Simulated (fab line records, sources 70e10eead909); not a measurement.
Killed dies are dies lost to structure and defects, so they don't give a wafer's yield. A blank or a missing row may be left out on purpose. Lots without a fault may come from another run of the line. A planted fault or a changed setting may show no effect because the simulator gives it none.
Which tool did it? | flow nand_harc | 24 lots, 72 wafers sampled, at 6 steps of a route of 1302

WHAT THE GAUGES READ, wafer by wafer
The record holds no reading of a measuring or inspecting step that can be judged against a usual standard deviation.

WHICH TOOL RAN EACH LOT (tool, then ch and the chambers of the sampled wafers, then the start)
lot  | NHARC_A_CHANNEL_FILL_D2_ALD_02   | NHARC_A_CHANNEL_FILL_D2_ALD_03                 | NHARC_A_CHANNEL_FILL_D2_RTA_24   | NHARC_A_STAIRCASE_TRIM_16      | NHARC_A_STAIRCASE_TRIM_24      | NHARC_A_STAIRCASE_ETCH_25
L074 | ald_hk-02 ch 1,2, day 13 15:50   | ald_sin_batch-02 ch 0, day 15 21:33 or earlier | rtp_anneal-01 ch 0, day 15 21:33 | rie_diel-13 ch 0,1, no start   | rie_diel-09 ch 0,1,3, no start | rie_diel-09 ch 0,2,3, no start
L075 | ald_hk-02 ch 1,2,3, day 13 16:20 | ald_sin_batch-02 ch 0, day 15 17:22 or earlier | rtp_anneal-02 ch 0, day 15 17:22 | rie_diel-13 ch 0,3, no start   | rie_diel-06 ch 0,2,3, no start | rie_diel-06 ch 0,1,3, no start
L076 | ald_hk-03 ch 1,2, day 14 13:05   | ald_sin_batch-03 ch 0, day 16 12:46 or earlier | rtp_anneal-02 ch 0, day 16 12:46 | rie_diel-09 ch 2,3, no start   | rie_diel-06 ch 2,3, no start   | rie_diel-06 ch 0,1,3, no start
L077 | ald_hk-02 ch 0,1,3, day 14 15:58 | ald_sin_batch-02 ch 0, day 16 20:28 or earlier | rtp_anneal-02 ch 0, day 16 20:28 | rie_diel-09 ch 0,2, no start   | rie_diel-09 ch 0,1,3, no start | rie_diel-09 ch 1,2, no start
L079 | ald_hk-04 ch 0,1, day 15 07:58   | ald_sin_batch-01 ch 0, day 17 08:05 or earlier | rtp_anneal-02 ch 0, day 17 08:05 | rie_diel-09 ch 0,2,3, no start | rie_diel-09 ch 0,2,3, no start | rie_diel-09 ch 0,1,2, no start
L078 | ald_hk-04 ch 1,2,3, day 15 08:20 | ald_sin_batch-01 ch 0, day 17 07:59 or earlier | rtp_anneal-01 ch 0, day 17 07:59 | rie_diel-09 ch 0,1,2, no start | rie_diel-06 ch 0,1,2, no start | rie_diel-06 ch 1,2, no start
L080 | ald_hk-02 ch 0,1,2, day 16 16:25 | ald_sin_batch-03 ch 0, day 18 15:41 or earlier | rtp_anneal-01 ch 0, day 18 15:41 | rie_diel-06 ch 1,2,3, no start | rie_diel-06 ch 1,2,3, no start | rie_diel-06 ch 1,2,3, no start
L081 | ald_hk-02 ch 0,2,3, day 16 18:59 | ald_sin_batch-03 ch 0, day 18 15:40 or earlier | rtp_anneal-02 ch 0, day 18 15:40 | rie_diel-06 ch 0,1,3, no start | rie_diel-13 ch 1,2,3, no start | rie_diel-13 ch 0,1,2, no start
L082 | ald_hk-03 ch 0,1,3, day 17 04:44 | ald_sin_batch-01 ch 0, day 19 03:56 or earlier | rtp_anneal-02 ch 0, day 19 03:56 | rie_diel-09 ch 0,1,2, no start | rie_diel-06 ch 2,3, no start   | rie_diel-06 ch 0,3, no start
L083 | ald_hk-02 ch 0,1,3, day 17 12:27 | ald_sin_batch-03 ch 0, day 19 13:46 or earlier | rtp_anneal-02 ch 0, day 19 13:46 | rie_diel-09 ch 1,2,3, no start | rie_diel-09 ch 0,1,3, no start | rie_diel-09 ch 1,2,3, no start
L084 | ald_hk-02 ch 0,1,2, day 18 00:56 | ald_sin_batch-01 ch 0, day 20 00:25 or earlier | rtp_anneal-02 ch 0, day 20 00:25 | rie_diel-09 ch 0,1,2, no start | rie_diel-09 ch 0,1, no start   | rie_diel-09 ch 1,2, no start
L085 | ald_hk-02 ch 0,1,2, day 18 04:25 | ald_sin_batch-01 ch 0, day 20 05:43 or earlier | rtp_anneal-02 ch 0, day 20 05:43 | rie_diel-09 ch 0,1,3, no start | rie_diel-13 ch 0,1,2, no start | rie_diel-13 ch 0,1,2, no start
L086 | ald_hk-02 ch 1,2,3, day 18 08:59 | ald_sin_batch-03 ch 0, day 20 10:24 or earlier | rtp_anneal-02 ch 0, day 20 10:24 | rie_diel-09 ch 1,2,3, no start | rie_diel-09 ch 0,1,3, no start | rie_diel-09 ch 0,1,2, no start
L088 | ald_hk-03 ch 0,1,2, day 19 11:35 | ald_sin_batch-02 ch 0, day 21 11:40 or earlier | rtp_anneal-01 ch 0, day 21 11:40 | rie_diel-13 ch 0,1,2, no start | rie_diel-13 ch 2,3, no start   | rie_diel-13 ch 0,2,3, no start
L089 | ald_hk-03 ch 1,2,3, day 19 12:16 | ald_sin_batch-02 ch 0, day 21 11:37 or earlier | rtp_anneal-02 ch 0, day 21 11:37 | rie_diel-13 ch 0,1,3, no start | rie_diel-13 ch 0,1,3, no start | rie_diel-13 ch 1,2,3, no start
L087 | ald_hk-03 ch 0,3, day 19 23:33   | ald_sin_batch-03 ch 0, day 22 01:43 or earlier | rtp_anneal-01 ch 0, day 22 01:43 | rie_diel-13 ch 1,2,3, no start | rie_diel-06 ch 1,2,3, no start | rie_diel-06 ch 1,2,3, no start
L090 | ald_hk-02 ch 1,2, day 20 08:16   | ald_sin_batch-03 ch 0, day 22 08:32 or earlier | rtp_anneal-01 ch 0, day 22 08:32 | rie_diel-06 ch 1,2,3, no start | rie_diel-06 ch 0,1,2, no start | rie_diel-06 ch 0,1,2, no start
L091 | ald_hk-02 ch 0,1,3, day 20 13:23 | ald_sin_batch-02 ch 0, day 22 16:20 or earlier | rtp_anneal-02 ch 0, day 22 16:20 | rie_diel-06 ch 0,1,3, no start | rie_diel-09 ch 1,2, no start   | rie_diel-09 ch 0,3, no start
L092 | ald_hk-03 ch 0,2,3, day 21 05:44 | ald_sin_batch-01 ch 0, day 23 04:44 or earlier | rtp_anneal-02 ch 0, day 23 04:44 | rie_diel-09 ch 0,1, no start   | rie_diel-13 ch 0,1,3, no start | rie_diel-13 ch 0,3, no start
L094 | ald_hk-03 ch 1,2,3, day 21 23:41 | ald_sin_batch-01 ch 0, day 24 01:03 or earlier | rtp_anneal-02 ch 0, day 24 01:03 | rie_diel-09 ch 0,3, no start   | rie_diel-13 ch 1,2,3, no start | rie_diel-13 ch 2,3, no start
L093 | ald_hk-02 ch 0,1, day 21 23:46   | ald_sin_batch-01 ch 0, day 24 01:02 or earlier | rtp_anneal-01 ch 0, day 24 01:02 | rie_diel-13 ch 0,2,3, no start | rie_diel-06 ch 0,1, no start   | rie_diel-06 ch 0,2, no start
L095 | ald_hk-03 ch 0,3, day 22 06:15   | ald_sin_batch-01 ch 0, day 24 07:48 or earlier | rtp_anneal-01 ch 0, day 24 07:48 | rie_diel-06 ch 0,1,2, no start | rie_diel-09 ch 1,3, no start   | rie_diel-09 ch 0,1,3, no start
L096 | ald_hk-04 ch 0,1, day 22 21:55   | ald_sin_batch-03 ch 0, day 24 22:01 or earlier | rtp_anneal-02 ch 0, day 24 22:01 | rie_diel-06 ch 1,2, no start   | rie_diel-06 ch 0,2,3, no start | rie_diel-06 ch 0,1, no start
L097 | ald_hk-02 ch 0,1,3, day 22 22:37 | ald_sin_batch-03 ch 0, day 24 21:54 or earlier | rtp_anneal-01 ch 0, day 24 21:54 | rie_diel-09 ch 0,2,3, no start | rie_diel-09 ch 0,1,2, no start | rie_diel-09 ch 0,1,2, no start
- NHARC_A_CHANNEL_FILL_D2_ALD_02: deposits SiO2, target thk 6 nm, pulse time 10 s, ald cycles 60.
- NHARC_A_CHANNEL_FILL_D2_ALD_03: deposits SiNx, target thk 6 nm, pulse time 60 s, ald cycles 58.
- NHARC_A_CHANNEL_FILL_D2_RTA_24: time 5 s.
- NHARC_A_STAIRCASE_TRIM_16: chemistry O2, time 211.2 s.
- NHARC_A_STAIRCASE_TRIM_24: chemistry O2, time 211.2 s.
- NHARC_A_STAIRCASE_ETCH_25: etches the open film in C4F8/O2, target depth 100 nm, time 40.5 s.

WHAT THE TOOLS THEMSELVES READ (means of the sampled wafers that have a number; where no wafer has one, the mark that the record gives instead)
NHARC_A_CHANNEL_FILL_D2_ALD_02.
lot  | tool      | heater_power_w (W) | precursor_pulse_height_rel
L074 | ald_hk-02 | 433                | 1.001
L075 | ald_hk-02 | 431                | 0.989
L076 | ald_hk-03 | 408                | 0.994
L077 | ald_hk-02 | 423                | 1.006
L079 | ald_hk-04 | 420                | 1.007
L078 | ald_hk-04 | 485                | 0.998
L080 | ald_hk-02 | 421                | 0.999
L081 | ald_hk-02 | 418                | 1.004
L082 | ald_hk-03 | 473                | 0.984
L083 | ald_hk-02 | 424                | 1.006
L084 | ald_hk-02 | 418                | 0.993
L085 | ald_hk-02 | 417                | 1.011
L086 | ald_hk-02 | 424                | 0.998
L088 | ald_hk-03 | 448                | 0.986
L089 | ald_hk-03 | 441                | 0.987
L087 | ald_hk-03 | 465                | 0.998
L090 | ald_hk-02 | 423                | 0.991
L091 | ald_hk-02 | 428                | 0.989
L092 | ald_hk-03 | 441                | 1.028
L094 | ald_hk-03 | 434                | 0.993
L093 | ald_hk-02 | 420                | 0.995
L095 | ald_hk-03 | 468                | 1.027
L096 | ald_hk-04 | 404                | 0.979
L097 | ald_hk-02 | 428                | 1.004

NHARC_A_CHANNEL_FILL_D2_ALD_03.
lot  | tool             | chamber_pressure_Torr (Torr) | precursor_pulse_height_rel
L074 | ald_sin_batch-02 | 1.998                        | 1.015
L075 | ald_sin_batch-02 | 2.003                        | 0.984
L076 | ald_sin_batch-03 | 1.996                        | 1.002
L077 | ald_sin_batch-02 | 2.000                        | 1.002
L079 | ald_sin_batch-01 | 2.000                        | 0.992
L078 | ald_sin_batch-01 | 1.998                        | 1.000
L080 | ald_sin_batch-03 | 1.990                        | 0.997
L081 | ald_sin_batch-03 | 2.001                        | 1.013
L082 | ald_sin_batch-01 | 2.000                        | 1.011
L083 | ald_sin_batch-03 | 1.997                        | 0.987
L084 | ald_sin_batch-01 | 1.995                        | 0.991
L085 | ald_sin_batch-01 | 1.997                        | 0.976
L086 | ald_sin_batch-03 | 1.998                        | 0.998
L088 | ald_sin_batch-02 | 1.992                        | 1.009
L089 | ald_sin_batch-02 | 2.001                        | 1.019
L087 | ald_sin_batch-03 | 1.998                        | 0.997
L090 | ald_sin_batch-03 | 1.999                        | 1.005
L091 | ald_sin_batch-02 | 2.002                        | 1.003
L092 | ald_sin_batch-01 | 1.999                        | 1.003
L094 | ald_sin_batch-01 | 1.999                        | 0.998
L093 | ald_sin_batch-01 | 1.997                        | 1.009
L095 | ald_sin_batch-01 | 2.001                        | 0.998
L096 | ald_sin_batch-03 | 2.000                        | 0.993
L097 | ald_sin_batch-03 | 2.008                        | 1.007

NHARC_A_CHANNEL_FILL_D2_RTA_24.
lot  | tool          | lamp_power_pct (%) | lamp_zone_7_pct (%) | wafer_temp_C_max
L074 | rtp_anneal-01 | 30.1               | 30.6                | 1003.4
L075 | rtp_anneal-02 | 33.0               | 33.6                | 1003.6
L076 | rtp_anneal-02 | 33.1               | 33.6                | 1003.4
L077 | rtp_anneal-02 | 33.1               | 33.6                | 1004.0
L079 | rtp_anneal-02 | 33.0               | 33.6                | 1003.2
L078 | rtp_anneal-01 | 30.1               | 30.7                | 1002.5
L080 | rtp_anneal-01 | 30.1               | 30.6                | 1003.5
L081 | rtp_anneal-02 | 33.1               | 33.6                | 1003.2
L082 | rtp_anneal-02 | 33.0               | 33.6                | 1003.1
L083 | rtp_anneal-02 | 33.0               | 33.6                | 1002.9
L084 | rtp_anneal-02 | 33.0               | 33.5                | 1003.2
L085 | rtp_anneal-02 | 33.1               | 33.6                | 1003.4
L086 | rtp_anneal-02 | 33.0               | 33.6                | 1003.2
L088 | rtp_anneal-01 | 30.1               | 30.6                | 1004.0
L089 | rtp_anneal-02 | 33.0               | 33.6                | 1003.2
L087 | rtp_anneal-01 | 30.1               | 30.6                | 1003.4
L090 | rtp_anneal-01 | 30.2               | 30.6                | 1003.5
L091 | rtp_anneal-02 | 33.1               | 33.6                | 1003.8
L092 | rtp_anneal-02 | 33.0               | 33.6                | 1004.0
L094 | rtp_anneal-02 | 33.1               | 33.6                | 1003.2
L093 | rtp_anneal-01 | 30.2               | 30.7                | 1003.1
L095 | rtp_anneal-01 | 30.1               | 30.6                | 1003.5
L096 | rtp_anneal-02 | 33.0               | 33.6                | 1004.3
L097 | rtp_anneal-01 | 30.2               | 30.6                | 1002.6

NHARC_A_STAIRCASE_TRIM_16.
lot  | tool        | drypump_motor_current_A (A) | oes_product_au (a.u.) | rf_vpp_V (V) | showerhead_plenum_p_Torr (Torr) | throttle_valve_pct (%)
L074 | rie_diel-13 | 6.3                         | 1.004                 | 57.6         | 3.65                            | 17.032
L075 | rie_diel-13 | 5.9                         | 0.986                 | 57.8         | 3.76                            | 17.034
L076 | rie_diel-09 | 5.2                         | 0.994                 | 57.7         | 3.41                            | 17.042
L077 | rie_diel-09 | 5.5                         | 1.012                 | 58.0         | 3.61                            | 17.040
L079 | rie_diel-09 | 5.3                         | 1.006                 | 58.8         | 3.50                            | 17.036
L078 | rie_diel-09 | 5.6                         | 1.006                 | 57.2         | 3.51                            | 17.040
L080 | rie_diel-06 | 5.3                         | 0.996                 | 58.0         | 3.51                            | 17.035
L081 | rie_diel-06 | 5.4                         | 0.997                 | 57.8         | 3.51                            | 17.041
L082 | rie_diel-09 | 5.6                         | 1.001                 | 58.0         | 3.51                            | 17.033
L083 | rie_diel-09 | 5.5                         | 0.993                 | 56.7         | 3.41                            | 17.036
L084 | rie_diel-09 | 5.6                         | 0.997                 | 57.9         | 3.50                            | 17.043
L085 | rie_diel-09 | 5.7                         | 0.998                 | 58.5         | 3.57                            | 17.038
L086 | rie_diel-09 | 5.5                         | 0.995                 | 58.3         | 3.41                            | 17.030
L088 | rie_diel-13 | 5.9                         | 1.003                 | 57.9         | 3.63                            | 17.031
L089 | rie_diel-13 | 6.1                         | 0.996                 | 58.3         | 3.68                            | 17.036
L087 | rie_diel-13 | 5.9                         | 0.991                 | 58.1         | 3.68                            | 17.037
L090 | rie_diel-06 | 5.3                         | 1.007                 | 58.2         | 3.50                            | 17.033
L091 | rie_diel-06 | 5.4                         | 1.010                 | 58.2         | 3.49                            | 17.047
L092 | rie_diel-09 | 6.0                         | 0.991                 | 57.1         | 3.57                            | 17.030
L094 | rie_diel-09 | 5.4                         | 0.983                 | 57.6         | 3.55                            | 17.035
L093 | rie_diel-13 | 5.8                         | 1.009                 | 58.2         | 3.67                            | 17.041
L095 | rie_diel-06 | 5.7                         | 1.012                 | 57.5         | 3.52                            | 17.041
L096 | rie_diel-06 | 5.6                         | 1.010                 | 57.5         | 3.52                            | 17.043
L097 | rie_diel-09 | 5.3                         | 0.995                 | 58.6         | 3.66                            | 17.044

NHARC_A_STAIRCASE_TRIM_24.
lot  | tool        | drypump_motor_current_A (A) | oes_product_au (a.u.) | rf_vpp_V (V) | showerhead_plenum_p_Torr (Torr) | throttle_valve_pct (%)
L074 | rie_diel-09 | 5.7                         | 0.997                 | 58.1         | 3.59                            | 17.043
L075 | rie_diel-06 | 5.4                         | 0.999                 | 57.6         | 3.40                            | 17.041
L076 | rie_diel-06 | 5.3                         | 0.991                 | 57.7         | 3.40                            | 17.041
L077 | rie_diel-09 | 5.7                         | 0.997                 | 57.7         | 3.58                            | 17.035
L079 | rie_diel-09 | 5.3                         | 1.014                 | 57.9         | 3.50                            | 17.043
L078 | rie_diel-06 | 5.7                         | 0.998                 | 58.1         | 3.55                            | 17.032
L080 | rie_diel-06 | 5.2                         | 1.002                 | 58.1         | 3.51                            | 17.040
L081 | rie_diel-13 | 5.9                         | 0.999                 | 58.3         | 3.69                            | 17.035
L082 | rie_diel-06 | 5.3                         | 0.990                 | 57.1         | 3.39                            | 17.037
L083 | rie_diel-09 | 5.7                         | 0.997                 | 58.3         | 3.57                            | 17.037
L084 | rie_diel-09 | 6.0                         | 0.996                 | 57.6         | 3.58                            | 17.042
L085 | rie_diel-13 | 5.9                         | 0.996                 | 58.3         | 3.64                            | 17.032
L086 | rie_diel-09 | 5.7                         | 0.990                 | 58.1         | 3.57                            | 17.043
L088 | rie_diel-13 | 5.6                         | 0.990                 | 58.7         | 3.68                            | 17.030
L089 | rie_diel-13 | 6.1                         | 0.998                 | 57.9         | 3.68                            | 17.040
L087 | rie_diel-06 | 5.3                         | 0.999                 | 58.5         | 3.50                            | 17.036
L090 | rie_diel-06 | 5.6                         | 1.010                 | 58.0         | 3.53                            | 17.044
L091 | rie_diel-09 | 5.8                         | 1.003                 | 58.8         | 3.59                            | 17.036
L092 | rie_diel-13 | 6.1                         | 1.015                 | 58.5         | 3.67                            | 17.045
L094 | rie_diel-13 | 5.9                         | 1.002                 | 57.5         | 3.67                            | 17.035
L093 | rie_diel-06 | 5.8                         | 1.014                 | 58.0         | 3.51                            | 17.034
L095 | rie_diel-09 | 5.5                         | 0.996                 | 56.9         | 3.46                            | 17.029
L096 | rie_diel-06 | 5.5                         | 1.003                 | 57.5         | 3.36                            | 17.034
L097 | rie_diel-09 | 5.6                         | 0.989                 | 58.4         | 3.66                            | 17.043

NHARC_A_STAIRCASE_ETCH_25.
lot  | tool        | oes_product_au (a.u.) | rf_fwd_power_W (W) | rf_vpp_V (V)
L074 | rie_diel-09 | 0.955                 | 593                | 895
L075 | rie_diel-06 | 0.950                 | 592                | 895
L076 | rie_diel-06 | 0.956                 | 593                | 895
L077 | rie_diel-09 | 0.937                 | 591                | 893
L079 | rie_diel-09 | 0.951                 | 596                | 895
L078 | rie_diel-06 | 0.952                 | 591                | 902
L080 | rie_diel-06 | 0.944                 | 592                | 896
L081 | rie_diel-13 | 0.955                 | 590                | 901
L082 | rie_diel-06 | 0.938                 | 596                | 891
L083 | rie_diel-09 | 0.938                 | 592                | 891
L084 | rie_diel-09 | 0.950                 | 590                | 892
L085 | rie_diel-13 | 0.942                 | 589                | 899
L086 | rie_diel-09 | 0.948                 | 594                | 895
L088 | rie_diel-13 | 0.932                 | 589                | 902
L089 | rie_diel-13 | 0.947                 | 594                | 902
L087 | rie_diel-06 | 0.949                 | 593                | 896
L090 | rie_diel-06 | 0.966                 | 593                | 896
L091 | rie_diel-09 | 0.929                 | 596                | 900
L092 | rie_diel-13 | 0.952                 | 594                | 903
L094 | rie_diel-13 | 0.949                 | 591                | 902
L093 | rie_diel-06 | 0.954                 | 595                | 891
L095 | rie_diel-09 | 0.938                 | 593                | 897
L096 | rie_diel-06 | 0.958                 | 593                | 895
L097 | rie_diel-09 | 0.937                 | 593                | 901

THE ANSWER, worked out from the rows above alone
Rule: what is usual is taken from the lots themselves. Put in order of their means at a reading, lots are off if they are a third of the lots or fewer, leave a main group of 4 or more, and stand apart from it by a gap of 3 or more times the standard deviation of the main group's means; of several such gaps the widest counts. A main group whose means are all the same, to the digits that the tables above print for the reading, isn't used. A lot without any number at a reading at which 4 lots or more have one is off too. The other lots that the step has rows for count as sound. The gauges are gone through in route order, then the tools' own readings, and for those a lot's mean is taken as printed above. The first step at which some lot is off is used, and at that step the reading that is off furthest; a lot without a number counts as furthest.
No lot is off at any reading shown: from this, nothing can be told.

WHAT THE SIMULATOR HAD PUT IN
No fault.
